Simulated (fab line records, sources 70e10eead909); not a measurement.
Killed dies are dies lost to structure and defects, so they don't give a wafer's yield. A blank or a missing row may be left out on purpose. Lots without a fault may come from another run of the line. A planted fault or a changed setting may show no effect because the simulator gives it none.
Chamber matching | flow nand_harc | NHARC_A_M1_STRIP_19 on wet_bench-10: 7 sister chambers
The step strips in post etch residue remover, time 600 s. 13 wafers are shown with their chamber, then 6 later ones without.

WAFERS WITH THEIR CHAMBER
wafer  | chamber | bath_heat_duty_pct (%) | run_length_s (s)
L690.5 | 6       | 14.0                   | 604.9
L690.6 | 7       | 13.5                   | 602.5
L686.1 | 0       | 16.3                   | 603.6
L686.2 | 2       | 13.1                   | 601.2
L686.3 | 3       | 13.0                   | 603.8
L688.2 | 6       | 13.4                   | 605.1
L688.5 | 4       | 13.6                   | 603.7
L688.6 | 2       | 12.1                   | 601.3
L693.1 | 0       | 16.7                   | 603.3
L693.2 | 1       | 12.4                   | 601.7
L693.5 | 4       | 14.9                   | 605.0
L708.1 | 7       | 13.4                   | 603.9
L708.2 | 3       | 13.1                   | 602.7

WAFERS WITHOUT THEIR CHAMBER
wafer  | bath_heat_duty_pct (%) | run_length_s (s)
L708.6 | 13.6                   | 602.0
L705.1 | 12.9                   | 603.1
L705.3 | 13.1                   | 601.6
L705.6 | 13.3                   | 603.0
L709.3 | 13.2                   | 604.2
L709.4 | 13.4                   | 603.0

WHICH CHAMBER EACH WENT THROUGH
wafer  | from the rows above                    | in truth
L708.6 | can't be placed: 7 or 3 or 2 or 1 or 4 | 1
L705.1 | can't be placed: 3 or 7                | 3
L705.3 | can't be placed: 2 or 1 or 3 or 7      | 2
L705.6 | can't be placed: 7 or 3                | 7
L709.3 | can't be placed: 3 or 6 or 7 or 4      | 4
L709.4 | can't be placed: 7 or 3                | 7
Placed correctly: 0 of 6. Can't be placed from these rows: 6 (the true chamber is among the candidates in 6). Placed wrongly: 0.
How it was worked out, from the rows above alone: a wafer's distance from a chamber is the root of the sum, over the readings, of the square of ((its reading less the chamber's mean) divided by the reading's scatter). The wafer belongs to the nearest chamber; if the next one is less than 2 further off, it can't be placed. A chamber's mean is the mean of its shown wafers. The scatter: the root of (the sum of the squares of (reading less its chamber's mean) over the shown wafers, divided by (wafers less chambers)).
